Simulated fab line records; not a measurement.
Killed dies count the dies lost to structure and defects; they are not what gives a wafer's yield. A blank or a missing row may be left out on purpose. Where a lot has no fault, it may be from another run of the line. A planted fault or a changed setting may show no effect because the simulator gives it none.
fab line records	flow nand-harc
record lots=6	wafers=18	last-day=33
route steps=1302 shown A_SGD_CUT@918 A_SLIT@922 END@1302
lots untouched by any fault: they come from a run of this same line in which no faults occurred
start-h: the number of hours between the record's first day and the start of the first shown wafer of the lot	wait-h: time in hours since the lot's previous step	" repeats the value in the row above	L1.1+2: a single row standing in for several wafers	- no value, or no start was given	* or withheld: withheld	< > ~ a bound
route shown NAME@n: names a module that has steps shown in the file, with the first one's number in the route	usual: mean/standard deviation of fault-free wafers	same: alike in all rows	chamber/n: place in a boat	sites: each site's reading	_std_site: standard deviation of those values	_edge_site: inner sites' mean taken away from outer sites' mean	radius-mm: how far each site lies from the wafer's centre	mask NAME#n: copy n	behind: the last tool/chamber to shape the wafer	hold: what put the lot on hold/how long, in hours/how the hold closed	device: which transistor (n, p or np) failed to switch	end of line: the route-end tests of the same wafers	a step without rows: its recipe alone	killed: count of dies lost to structure and defects at first sort (not the wafer's yield)	map: the dies of a wafer, with x for killed, . for not killed, _ for no die there
set.NAME: setting as actually run; set.NAME@STEP: the setting as run at that earlier step	model.NAME: the simulator's own value behind a step, which no gauge read
a table for each step, a row for each wafer; lots at some steps of the route
services: the hour from which a tool's chamber was out of use, counted from the record's first day as start-h (under 0 if before that day), plus the number of hours and why
## steps
# step NHARC_A_SGD_CUT_ETCH_26
# recipe target-depth-a=458	chemistry=dHF	material=SiO2
# step NHARC_A_SGD_CUT_ETCHBACK_24
# recipe target-depth-a=500	over-etch-frac=0.3	time-s=92.857	ion-energy-ev=120	ch3f-flow-sccm=50	o2-flow-sccm=30	ar-flow-sccm=200	rf-w=500	bias-w=100	chemistry=CH3F/O2
# usual drypump-motor-current-A=5.6/0.44	oes-product-au=0.97/0.036	rf-vpp-V=244.8/1.9	showerhead-plenum-p-Torr=2.49/0.13	throttle-valve-pct=20.662/0.009
# same over-etch-frac=0.3
lot.wafer	tool	chamber	start-h	wait-h	drypump-motor-current-A	oes-product-au	rf-hours-counter-h	rf-vpp-V	showerhead-plenum-p-Torr	throttle-valve-pct
L716.4	rie-diel-01	0	455.45	0.2	4.9	0.92	4	246.7	2.57	20.658
L716.1	"	1	"	"	5.3	0.93	5	245.9	2.63	20.678
L716.2	"	2	"	"	6.3	0.93	5	247.2	2.62	20.658
L720.2	rie-diel-03	1	503.71	0.1	6.3	1.00	1	246.8	2.61	20.632
L720.1	"	3	"	"	5.0	0.99	1	244.0	2.54	20.662
L720.6	"	1	"	"	6.3	1.00	-	247.6	2.62	20.658
L723.3	rie-diel-02	1	512.52	0.1	5.5	1.01	11	244.5	2.52	20.670
L723.4	"	2	"	"	5.5	0.99	10	243.6	2.36	20.654
L723.2	"	0	"	"	6.2	1.00	9	242.5	2.30	20.668
L730.4	rie-diel-02	3	593.96	0.2	5.4	1.01	3	246.4	2.60	20.669
L730.2	"	0	"	"	6.1	1.02	2	243.4	2.30	20.647
L730.1	"	2	"	"	5.5	1.02	2	243.0	2.36	20.647
L733.4	rie-diel-01	1	612.87	0.2	5.3	0.94	3	245.9	2.63	20.662
L733.3	"	2	"	"	6.3	0.94	3	245.8	2.61	20.660
L733.6	"	0	"	"	4.9	0.94	-	244.9	2.57	20.665
L736.2	rie-diel-01	3	642.31	0.2	5.9	0.94	4	241.9	2.30	20.667
L736.6	"	2	"	"	6.3	0.96	-	245.8	2.61	20.664
L736.5	"	3	"	"	5.9	0.95	-	240.9	2.30	20.651
# step NHARC_A_SGD_CUT_STRIP_28
# recipe time-s=20	o2-flow-sccm=500	ar-flow-sccm=0	bias-w=0	chemistry=O2
# usual drypump-motor-current-A=5.6/0.45	oes-product-au=1.004/0.01	rf-vpp-V=57.7/0.96	showerhead-plenum-p-Torr=3.57/0.17	throttle-valve-pct=17.037/0.0097
lot.wafer	tool	chamber	start-h	wait-h	drypump-motor-current-A	oes-product-au	rf-hours-counter-h	rf-vpp-V	showerhead-plenum-p-Torr	throttle-valve-pct
L716.2	rie-diel-01	0	-	-	4.9	1.014	4	57.2	3.69	17.048
L716.4	"	1	"	"	5.4	1.006	5	56.3	3.77	17.025
L716.1	"	2	"	"	6.3	1.017	5	59.4	3.75	17.043
L720.2	rie-diel-03	0	-	-	6.0	0.989	1	57.0	3.51	17.024
L720.1	"	2	"	"	5.7	0.985	1	56.2	3.31	17.045
L720.6	"	1	"	"	6.3	0.997	-	58.1	3.74	17.047
L723.3	rie-diel-02	2	-	-	5.5	0.993	10	57.0	3.39	17.029
L723.2	"	3	"	"	5.4	1.004	9	58.5	3.73	17.027
L723.4	"	0	"	"	6.2	1.003	9	56.3	3.31	17.039
L730.4	rie-diel-02	0	-	-	6.2	1.002	3	56.3	3.31	17.021
L730.1	"	2	"	"	5.5	0.992	2	56.6	3.39	17.044
L730.2	"	3	"	"	5.4	1.005	3	59.1	3.72	17.022
L733.4	rie-diel-01	0	-	-	4.9	1.007	3	57.7	3.68	17.046
L733.3	"	2	"	"	6.3	0.995	3	57.9	3.74	17.053
L733.6	"	0	"	"	4.9	1.009	-	58.1	3.68	17.046
L736.2	rie-diel-01	1	-	-	5.3	1.001	4	59.5	3.76	17.043
L736.6	"	0	"	"	4.9	1.010	-	57.9	3.68	17.031
L736.5	"	1	"	"	5.3	1.003	-	56.6	3.76	17.036
# step NHARC_A_SGD_CUT_INSPECT_25
# usual raw-defect-count=364/96
lot.wafer	tool	chamber	start-h	wait-h	raw-defect-count
L716.1	defect-inspect-02	-	455.69	-	565
L716.2	"	-	"	"	417
L716.4	"	-	"	"	495
L720.1	defect-inspect-02	-	503.94	-	341
L720.2	"	-	"	"	380
L720.6	"	-	"	"	318
L723.2	defect-inspect-01	-	512.77	-	394
L723.3	"	-	"	"	433
L723.4	"	-	"	"	338
L730.1	defect-inspect-02	-	594.20	-	324
L730.2	"	-	"	"	338
L730.4	"	-	"	"	303
L733.3	defect-inspect-01	-	613.10	-	316
L733.4	"	-	"	"	240
L733.6	"	-	"	"	263
L736.2	defect-inspect-02	-	642.54	-	311
L736.5	"	-	"	"	367
L736.6	"	-	"	"	267
# step NHARC_A_SLIT_DEP_25
# recipe target-thk-a=2000	temp-c=400	pressure-torr=6.5	rf-w=900	teos-flow-sccm=161.4	flow-sccm=2650	target-thk-nm=200	gas=O2	material=SiO2
# usual heater-power-w=536/79	throttle-valve-pct=15.7/0.44
lot.wafer	tool	chamber	start-h	wait-h	heater-power-w	throttle-valve-pct
L716.2	pecvd-02	1	455.76	0.1	515	15.9
L716.1	"	2	"	"	509	15.4
L716.4	"	0	"	"	466	15.3
L720.1	pecvd-04	0	504.00	0.1	496	16.2
L720.2	"	1	"	"	371	15.9
L720.6	"	0	"	"	502	16.2
L723.2	pecvd-02	1	512.88	0.1	606	15.9
L723.3	"	1	"	"	606	15.9
L723.4	"	2	"	"	535	15.5
L730.1	pecvd-01	0	594.31	0.1	527	15.5
L730.2	"	1	"	"	543	16.4
L730.4	"	2	"	"	531	15.9
L733.3	pecvd-04	2	613.16	0.1	660	15.4
L733.4	"	2	"	"	660	15.6
L733.6	"	1	"	"	453	16.0
L736.2	pecvd-01	0	642.77	0.2	591	15.5
L736.6	"	1	"	"	642	16.4
L736.5	"	0	"	"	593	15.6
# step NHARC_A_SLIT_DEP_00
# recipe target-thk-a=62000	temp-c=400	material=aC
# usual throttle-valve-pct=35.000/0.0086
lot.wafer	tool	chamber	start-h	wait-h	throttle-valve-pct
L716.1	acl-dep-02	0	456.10	-	34.989
L716.2	"	0	"	"	34.991
L716.4	"	0	457.99	-	35.000
L720.1	acl-dep-02	0	504.37	-	34.995
L720.2	"	0	"	"	35.000
L720.6	"	0	507.54	-	34.984
L723.2	acl-dep-01	0	515.54	2.6	34.988
L723.3	"	0	"	"	34.996
L723.4	"	0	"	"	35.020
L730.1	acl-dep-01	0	596.40	-	35.006
L730.2	"	0	"	"	35.000
L730.4	"	0	598.29	-	34.990
L733.3	acl-dep-03	0	616.67	-	35.006
L733.4	"	0	"	"	35.001
L733.6	"	0	618.57	-	34.993
L736.2	acl-dep-02	0	644.52	-	34.983
L736.5	"	0	646.39	-	34.988
L736.6	"	0	"	"	34.993
# step NHARC_A_SLIT_DEP_23
# recipe target-thk-a=1000	target-thk-nm=100	temp-c=400	pressure-torr=3.5	flow-sccm=200	rf-w=350	material=SiON
# usual heater-power-w=726/81
lot.wafer	tool	chamber	start-h	wait-h	heater-power-w
L716.1	pecvd-02	2	459.91	3.2	780
L716.2	"	1	"	"	804
L716.4	"	0	"	"	599
L720.2	pecvd-04	1	508.35	2.7	581
L720.1	"	2	"	"	827
L720.6	"	0	"	"	760
L723.2	pecvd-02	1	518.80	2.6	754
L723.4	"	1	"	"	766
L723.3	"	2	"	"	764
L730.1	pecvd-04	2	600.21	3.2	795
L730.2	"	1	"	"	668
L730.4	"	1	"	"	658
L733.3	pecvd-04	0	619.28	2.0	747
L733.4	"	1	"	"	625
L733.6	"	2	"	"	784
L736.2	pecvd-04	1	647.66	2.5	593
L736.5	"	1	"	"	617
L736.6	"	2	"	"	831
# step NHARC_A_SLIT_DEHYDRATE_01
# recipe temp-c=150	time-s=120
# step NHARC_A_SLIT_HMDS_02
# recipe time-s=30
# step NHARC_A_SLIT_COAT_03
# recipe spin-rpm=1500	resist-thk-nm=90
# step NHARC_A_SLIT_SOFTBAKE_04
# recipe temp-c=105	time-s=55
# step NHARC_A_SLIT_EBR_05
# step NHARC_A_SLIT_EXPOSE_06
# recipe na=1.35	dose-mj=60.82	mask-id=SLIT
# usual exposure-dose-mJ-cm2=60.77/0.061
lot.wafer	tool	chamber	start-h	wait-h	mask	exposure-dose-mJ-cm2
L716.1	arfi-scanner-03	0	460.46	-	SLIT#0	60.81
L716.2	"	0	"	"	SLIT#0	60.76
L716.4	"	0	"	"	SLIT#0	60.80
L720.1	arfi-scanner-03	0	508.86	-	SLIT#0	60.82
L720.2	"	0	"	"	SLIT#0	60.86
L720.6	"	0	"	"	SLIT#0	60.87
L723.2	arfi-scanner-03	0	519.43	-	SLIT#0	60.71
L723.3	"	0	"	"	SLIT#0	60.76
L723.4	"	0	"	"	SLIT#0	60.71
L730.1	arfi-scanner-01	0	600.75	-	SLIT#0	60.77
L730.2	"	0	"	"	SLIT#0	60.72
L730.4	"	0	"	"	SLIT#0	60.85
L733.3	arfi-scanner-01	0	619.77	-	SLIT#0	40.55
L733.4	"	0	"	"	SLIT#0	40.62
L733.6	"	0	"	"	SLIT#0	40.60
L736.2	arfi-scanner-01	0	648.08	-	SLIT#0	44.57
L736.5	"	0	"	"	SLIT#0	44.61
L736.6	"	0	"	"	SLIT#0	44.60
# step NHARC_A_SLIT_PEB_07
# recipe peb-temp-c=100	peb-time-s=65
# step NHARC_A_SLIT_DEVELOP_08
# recipe develop-time-s=35	dev-temp-c=23
# step NHARC_A_SLIT_CD_MEAS_09
# recipe target-cd-nm=300	landing-energy-ev=500
# usual cd-nm=299.9/0.58
# same landing-energy-ev=500
lot.wafer	tool	chamber	start-h	wait-h	hold	cd-nm
L716.1	cd-sem-02	0	460.60	-	-	299.8
L716.2	"	0	"	"	-	299.9
L716.4	"	0	"	"	-	300.3
L720.1	cd-sem-03	0	509.00	-	-	300.2
L720.2	"	0	"	"	-	300.1
L720.6	"	0	"	"	-	299.9
L723.2	cd-sem-02	0	519.57	-	-	300.0
L723.3	"	0	"	"	-	300.4
L723.4	"	0	"	"	-	299.9
L730.1	cd-sem-03	0	600.89	-	-	299.7
L730.2	"	0	"	"	-	299.6
L730.4	"	0	"	"	-	299.7
L733.3	cd-sem-01	0	619.90	-	await-dispo/0.2h/release	284.1
L733.4	"	0	"	"	await-dispo/0.2h/release	283.4
L733.6	"	0	"	"	await-dispo/0.2h/release	284.1
L733.3	cd-sem-01	0	-	-	-	284.1
L733.4	"	0	"	"	-	283.7
L733.6	"	0	"	"	-	284.1
L736.2	cd-sem-03	0	648.22	-	await-dispo/0.2h/release	286.2
L736.5	"	0	"	"	await-dispo/0.2h/release	285.9
L736.6	"	0	"	"	await-dispo/0.2h/release	286.0
L736.2	cd-sem-03	0	-	-	-	286.1
L736.5	"	0	"	"	-	286.3
L736.6	"	0	"	"	-	285.6
# step NHARC_A_SLIT_OVL_MEAS_10
# usual overlay-x-nm=-0.2/0.81	overlay-y-nm=0.3/0.83
lot.wafer	tool	chamber	start-h	wait-h	hold	overlay-x-nm	overlay-y-nm
L716.1	overlay-01	-	460.69	-	-	-0.3	1.1
L716.2	"	-	"	"	-	-0.3	1.1
L716.4	"	-	"	"	-	0.1	0.5
L720.1	overlay-01	-	509.09	-	-	-0.4	0.1
L720.2	"	-	"	"	-	-0.5	0.3
L720.6	"	-	"	"	-	-0.3	0.2
L723.2	overlay-02	-	519.66	-	-	1.0	-0.4
L723.3	"	-	"	"	-	0.9	-0.4
L723.4	"	-	"	"	-	0.3	-0.2
L730.1	overlay-02	-	600.98	-	-	0.5	0.8
L730.2	"	-	"	"	-	-0.1	1.0
L730.4	"	-	"	"	-	-0.3	1.6
L733.3	overlay-01	-	624.40	-	await-dispo/4.2h/release	-0.2	0.8
L733.4	"	-	"	"	await-dispo/4.2h/release	0.2	1.0
L733.6	"	-	"	"	await-dispo/4.2h/release	0.2	0.7
L736.2	overlay-02	-	651.61	-	await-dispo/3.1h/release	-0.2	-0.4
L736.5	"	-	"	"	await-dispo/3.1h/release	-1.0	0.0
L736.6	"	-	"	"	await-dispo/3.1h/release	-0.5	-0.7
# step NHARC_END_SORT_01
# recipe temp-c=25
# usual killed-at-array=55/17	killed-at-other=1.1/1.6	killed-at-periphery=3.8/2.5	killed-dies=60/18	killed-open=3.3/1.9	killed-short=2.5/1.7
# same gross-dies=677
lot.wafer	tool	chamber	start-h	wait-h	killed-at-array	killed-at-other	killed-at-periphery	killed-dies	killed-open	killed-short
L716.1	prober-01	0	572.38	2.5	63	2	4	69	1	3
L716.2	prober-01	0	573.18	2.8	78	1	2	81	2	6
L716.4	prober-01	0	574.79	3.4	66	0	8	74	7	6
L720.1	prober-02	0	624.47	2.5	68	1	1	70	0	4
L720.2	prober-02	0	625.27	2.8	72	0	2	74	2	0
L720.6	prober-02	0	628.48	4.0	64	1	1	66	3	4
L723.2	prober-01	0	625.27	2.8	47	0	1	48	2	8
L723.3	prober-01	0	626.06	3.1	29	0	0	29	0	4
L723.4	prober-01	0	626.85	3.4	30	2	0	32	0	0
L730.1	prober-01	0	719.08	2.5	57	1	1	59	5	3
L730.2	prober-01	0	719.88	2.8	48	0	5	53	3	3
L730.4	prober-01	0	721.48	3.4	48	1	7	56	7	1
L733.3	prober-02	0	767.14	3.1	33	0	2	35	4	1
L733.4	prober-02	0	767.93	3.4	32	1	0	33	0	1
L733.6	prober-02	0	769.53	4.0	26	1	1	28	2	1
L736.2	prober-01	0	780.87	2.8	57	5	2	64	4	0
L736.5	prober-01	0	783.29	3.7	50	4	3	57	4	4
L736.6	prober-01	0	784.10	4.0	45	11	5	61	8	2
# killed by level:class
L716.1 A_CHANNEL_HOLE_D1:chamber-film-flake=32 A_SLIT:chamber-film-flake=11 A_CHANNEL_HOLE_D2:chamber-film-flake=9 A_CONTACT:chamber-film-flake=3 A_CHANNEL_FILL_D2:geometric-particle:short=2 P_CONTACT:chamber-film-flake=2 A_STAIRCASE:chamber-film-flake=2 THIN_TSV:chamber-film-flake=2
L716.2 A_CHANNEL_HOLE_D1:chamber-film-flake=33 A_SLIT:chamber-film-flake=28 A_CHANNEL_HOLE_D2:chamber-film-flake=5 A_STAIRCASE:chamber-film-flake=3 A_DECK1_JOINT:geometric-particle:short=2 P_M0:geometric-particle:open=1 A_ONON_D1:geometric-particle:short=1 A_CHANNEL_HOLE_D1:geometric-particle:short=1
L716.4 A_CHANNEL_HOLE_D1:chamber-film-flake=27 A_SLIT:chamber-film-flake=15 A_CHANNEL_HOLE_D2:chamber-film-flake=7 P_CONTACT:chamber-film-flake=4 A_STAIRCASE:chamber-film-flake=3 A_CHANNEL_FILL_D1:geometric-particle:short=2 A_CHANNEL_FILL_D1:geometric-particle:open=2 P_GATE:chamber-film-flake=2
L720.1 A_CHANNEL_HOLE_D1:chamber-film-flake=31 A_SLIT:chamber-film-flake=18 A_DECK1_JOINT:chamber-film-flake=5 A_CHANNEL_HOLE_D2:chamber-film-flake=5 A_STAIRCASE:chamber-film-flake=2 A_BLC:chamber-film-flake=2 A_CHANNEL_FILL_D1:geometric-particle:short=1 A_DECK1_JOINT:geometric-particle:short=1
L720.2 A_CHANNEL_HOLE_D1:chamber-film-flake=27 A_SLIT:chamber-film-flake=27 A_CHANNEL_HOLE_D2:chamber-film-flake=7 A_BLC:chamber-film-flake=3 P_ZERO_WELL:chamber-film-flake=2 A_DECK1_JOINT:chamber-film-flake=2 A_CHANNEL_HOLE_D1:geometric-particle:open=1 A_M0:geometric-particle:open=1
L723.2 A_CHANNEL_HOLE_D2:chamber-film-flake=10 A_M1:chamber-film-flake=8 A_CHANNEL_HOLE_D1:chamber-film-flake=7 A_CONTACT:chamber-film-flake=7 A_DECK1_JOINT:chamber-film-flake=3 A_CHANNEL_FILL_D2:geometric-particle:short=2 P_M1:geometric-particle:short=1 A_SOURCE_PLATE:geometric-particle:open=1
L723.3 A_CHANNEL_HOLE_D2:chamber-film-flake=7 A_CONTACT:chamber-film-flake=5 A_M1:chamber-film-flake=5 A_CHANNEL_HOLE_D1:chamber-film-flake=4 A_WL_FILL:geometric-particle:short=2 A_STAIRCASE:chamber-film-flake=2 A_CHANNEL_HOLE_D1:geometric-particle:short=1 A_STAIRCASE:geometric-particle:short=1
L723.4 A_CHANNEL_HOLE_D2:chamber-film-flake=16 A_M1:chamber-film-flake=5 A_CONTACT:chamber-film-flake=4 A_WL_FILL:chamber-film-flake=2 A_CHANNEL_HOLE_D1:chamber-film-flake=1 A_SLIT:chamber-film-flake=1 A_BLC:chamber-film-flake=1 THIN_TSV:chamber-film-flake=1
L720.6 A_CHANNEL_HOLE_D1:chamber-film-flake=30 A_SLIT:chamber-film-flake=13 A_CHANNEL_HOLE_D2:chamber-film-flake=9 A_STAIRCASE:chamber-film-flake=3 P_M1:geometric-particle:open=1 A_SOURCE_PLATE:geometric-particle:open=1 A_ONON_D1:geometric-particle:open=1 A_ONON_D1:geometric-particle:short=1
L730.1 A_CHANNEL_HOLE_D1:chamber-film-flake=34 A_CONTACT:chamber-film-flake=7 A_BONDPAD:chamber-film-flake=3 A_M0:geometric-particle:open=2 A_ZERO_WELL:chamber-film-flake=2 A_STAIRCASE:chamber-film-flake=2 A_DECK1_JOINT:geometric-particle:open=1 A_ONON_D2:geometric-particle:short=1
L730.2 A_CHANNEL_HOLE_D1:chamber-film-flake=28 A_CONTACT:chamber-film-flake=5 A_SLIT:chamber-film-flake=4 P_ZERO_WELL:chamber-film-flake=3 A_BONDPAD:chamber-film-flake=3 A_CHANNEL_FILL_D1:chamber-film-flake=2 P_STI:geometric-particle:open=1 P_M0:geometric-particle:short=1
L730.4 A_CHANNEL_HOLE_D1:chamber-film-flake=26 A_CONTACT:chamber-film-flake=4 A_SLIT:chamber-film-flake=3 A_STAIRCASE:chamber-film-flake=3 A_DECK1_JOINT:geometric-particle:open=2 P_ZERO_WELL:chamber-film-flake=2 P_M2:chamber-film-flake=2 A_WL_FILL:chamber-film-flake=2
L733.3 A_STAIRCASE:chamber-film-flake=13 A_CHANNEL_HOLE_D1:chamber-film-flake=7 A_SLIT:chamber-film-flake=4 A_WL_FILL:chamber-film-flake=2 A_ONON_D1:geometric-particle:short=1 A_CHANNEL_FILL_D1:geometric-particle:open=1 A_ONON_D2:geometric-particle:open=1 A_SLIT:geometric-particle:open=1
L733.4 A_STAIRCASE:chamber-film-flake=11 A_CHANNEL_HOLE_D1:chamber-film-flake=10 A_SLIT:chamber-film-flake=5 A_WL_FILL:chamber-film-flake=2 A_CONTACT:chamber-film-flake=2 A_ONON_D2:geometric-particle:short=1 A_DECK1_JOINT:chamber-film-flake=1 THIN_TSV:chamber-film-flake=1
L733.6 A_CHANNEL_HOLE_D1:chamber-film-flake=10 A_SLIT:chamber-film-flake=8 A_STAIRCASE:chamber-film-flake=3 A_CONTACT:chamber-film-flake=2 A_ONON_D2:geometric-particle:short=1 A_BLC:geometric-particle:open=1 A_M1:geometric-particle:open=1 P_STI:chamber-film-flake=1
L736.2 A_CHANNEL_HOLE_D2:chamber-film-flake=26 A_CONTACT:chamber-film-flake=13 A_CHANNEL_HOLE_D1:chamber-film-flake=10 A_SLIT:chamber-film-flake=5 THIN_TSV:chamber-film-flake=5 A_WL_FILL:geometric-particle:open=3 P_GATE:geometric-particle:open=1 P_M0:chamber-film-flake=1
L736.5 A_CHANNEL_HOLE_D2:chamber-film-flake=23 A_CHANNEL_HOLE_D1:chamber-film-flake=9 A_CONTACT:chamber-film-flake=9 A_SLIT:chamber-film-flake=4 THIN_TSV:chamber-film-flake=4 P_GATE:geometric-particle:open=1 P_CONTACT:geometric-particle:open=1 P_M0:geometric-particle:open=1
L736.6 A_CHANNEL_HOLE_D1:chamber-film-flake=13 A_CHANNEL_HOLE_D2:chamber-film-flake=12 THIN_TSV:chamber-film-flake=11 A_SLIT:chamber-film-flake=7 A_CONTACT:chamber-film-flake=6 P_M1:geometric-particle:open=2 A_BLC:geometric-particle:open=2 P_M0:geometric-particle:short=1
## services
tool	chamber	start-h	hours	kind
pecvd-02	-	435.28	1.9	repair
pecvd-04	-	450.00	13.0	pm
rie-diel-03	-	458.30	9.0	pm
arfi-scanner-03	-	471.88	0.9	repair
rie-diel-02	0	478.97	12.4	repair
arfi-scanner-01	-	480.59	1.2	repair
arfi-scanner-03	-	489.33	0.2	repair
arfi-scanner-01	-	489.67	2.9	repair
pecvd-02	0	511.88	20.5	repair
arfi-scanner-01	-	522.99	4.0	pm
rie-diel-02	1	533.92	8.9	repair
arfi-scanner-03	-	540.08	4.0	pm
rie-diel-01	3	554.33	4.1	repair
rie-diel-01	-	557.82	9.0	pm
pecvd-04	1	560.85	5.8	repair
rie-diel-02	-	570.96	9.0	pm
pecvd-02	-	589.03	13.0	pm
pecvd-02	-	606.00	1.2	repair
acl-dep-02	-	609.13	13.0	pm
arfi-scanner-03	-	612.48	1.1	repair
arfi-scanner-01	-	613.95	0.6	repair
arfi-scanner-03	-	628.29	6.8	repair
pecvd-04	-	631.00	13.0	pm
rie-diel-01	1	642.48	3.9	repair
## key
first-sign step=NHARC_A_SLIT_EXPOSE_06	reading=exposure-dose-mJ-cm2	direction=down	sigmas=99+	usual=60.77	struck=42.59
effect step=NHARC_A_SLIT_CD_MEAS_09	reading=visit	direction=added	through=control-loop
effect step=NHARC_A_SLIT_CD_MEAS_09	reading=cd-nm	direction=down	sigmas=26	usual=299.9	struck=285.0	through=control-loop
met-at NHARC_A_SLIT_EXPOSE_06
struck-wafers L733.3,L733.4,L733.6,L736.2,L736.5,L736.6
tester-left-out L733,L736
loop-trim step=NHARC_A_SLIT_EXPOSE_06	setting=dose	lots=L736
onset-between 600.75 619.77
fault kind=process-parameter-drift	tool=arfi-scanner-01	chamber=-	onset-h=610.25	steps=NHARC_A_SLIT_EXPOSE_06	channel=dose-mj	offset=-20.142	shape=step	acts-in=these-recipes-only	stated=60.82
# tester-left-out: of these lots the tester's yield and bins aren't shown, on N5 and GAA mostly nor the transistor test; their killed dies are dies lost to structure and defects alone, not to doping, threshold or leakage, so they don't give the yield
# loop-trim: a control loop set the setting to another value than it would have without faults
